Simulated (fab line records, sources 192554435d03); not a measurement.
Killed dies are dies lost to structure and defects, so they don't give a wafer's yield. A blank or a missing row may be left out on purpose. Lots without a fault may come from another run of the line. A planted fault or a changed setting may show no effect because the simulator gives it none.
Chamber matching | flow n5_finfet | N5_BEOL_M8_VIA_ETCH_34 on rie_diel-02: 4 sister chambers
The step etches SiCOH lowk in C4F6/O2, target depth 125.5 nm, time 50.5 s. 22 wafers are shown with their chamber, then 11 later ones without.

WAFERS WITH THEIR CHAMBER
wafer  | chamber | rf_vpp_V (V) | showerhead_plenum_p_Torr (Torr) | throttle_valve_pct (%)
L077.1 | 3       | 642          | 2.80                            | 21.01
L077.4 | 0       | 665          | 2.86                            | 20.69
L077.6 | 3       | 642          | 2.80                            | 20.98
L078.3 | 2       | 667          | 2.72                            | 20.79
L078.5 | 0       | 665          | 2.86                            | 20.70
L078.6 | 1       | 681          | 2.91                            | 20.92
L081.2 | 0       | 666          | 2.85                            | 20.71
L081.4 | 3       | 641          | 2.79                            | 21.02
L081.5 | 3       | 641          | 2.79                            | 21.02
L083.1 | 0       | 664          | 2.85                            | 20.70
L083.2 | 1       | 679          | 2.91                            | 20.95
L083.6 | 3       | 642          | 2.79                            | 21.03
L085.1 | 1       | 681          | 2.90                            | 20.96
L085.3 | 0       | 663          | 2.85                            | 20.72
L085.5 | 3       | 642          | 2.79                            | 21.03
L087.1 | 0       | 664          | 2.85                            | 20.71
L087.3 | 3       | 642          | 2.78                            | 21.04
L087.4 | 1       | 681          | 2.90                            | 20.99
L088.1 | 0       | 664          | 2.85                            | 20.74
L088.4 | 1       | 681          | 2.90                            | 20.95
L088.5 | 1       | 681          | 2.90                            | 20.97
L089.3 | 0       | 664          | 2.85                            | 20.73

SIGNATURES (means of the wafers above)
reading                  | chamber 0 | chamber 1 | chamber 2 | chamber 3 | scatter within a chamber
rf_vpp_V                 | 664.38    | 680.67    | 667.00    | 641.71    | 0.769
showerhead_plenum_p_Torr | 2.8525    | 2.9033    | 2.7200    | 2.7914    | 0.00562
throttle_valve_pct       | 20.7125   | 20.9567   | 20.7900   | 21.0186   | 0.0197
Rule: a wafer's distance from a chamber is the root of the sum, over the readings, of the square of ((its reading less the chamber's mean) divided by the reading's scatter). The wafer belongs to the nearest chamber; if the next one is less than 2 further off, it can't be placed. The scatter: the root of (the sum of the squares of (reading less its chamber's mean) over the shown wafers, divided by (wafers less chambers)).

WAFERS WITHOUT THEIR CHAMBER
wafer  | rf_vpp_V (V) | showerhead_plenum_p_Torr (Torr) | throttle_valve_pct (%)
L089.5 | 681          | 2.90                            | 20.97
L089.6 | 669          | 2.71                            | 20.81
L092.2 | 680          | 2.90                            | 20.98
L092.3 | 667          | 2.71                            | 20.81
L092.4 | 664          | 2.84                            | 20.72
L096.3 | 680          | 2.89                            | 20.99
L096.5 | 643          | 2.78                            | 21.06
L096.6 | 668          | 2.70                            | 20.82
L097.1 | 641          | 2.78                            | 21.05
L097.4 | 681          | 2.89                            | 20.99
L097.5 | 665          | 2.84                            | 20.76

WHICH CHAMBER EACH WENT THROUGH
wafer  | from the rows above | in truth
L089.5 | 1                   | 1
L089.6 | 2                   | 2
L092.2 | 1                   | 1
L092.3 | 2                   | 2
L092.4 | 0                   | 0
L096.3 | 1                   | 1
L096.5 | 3                   | 3
L096.6 | 2                   | 2
L097.1 | 3                   | 3
L097.4 | 1                   | 1
L097.5 | 0                   | 0
Placed correctly: 11 of 11. Can't be placed from these rows: 0. Placed wrongly: 0.
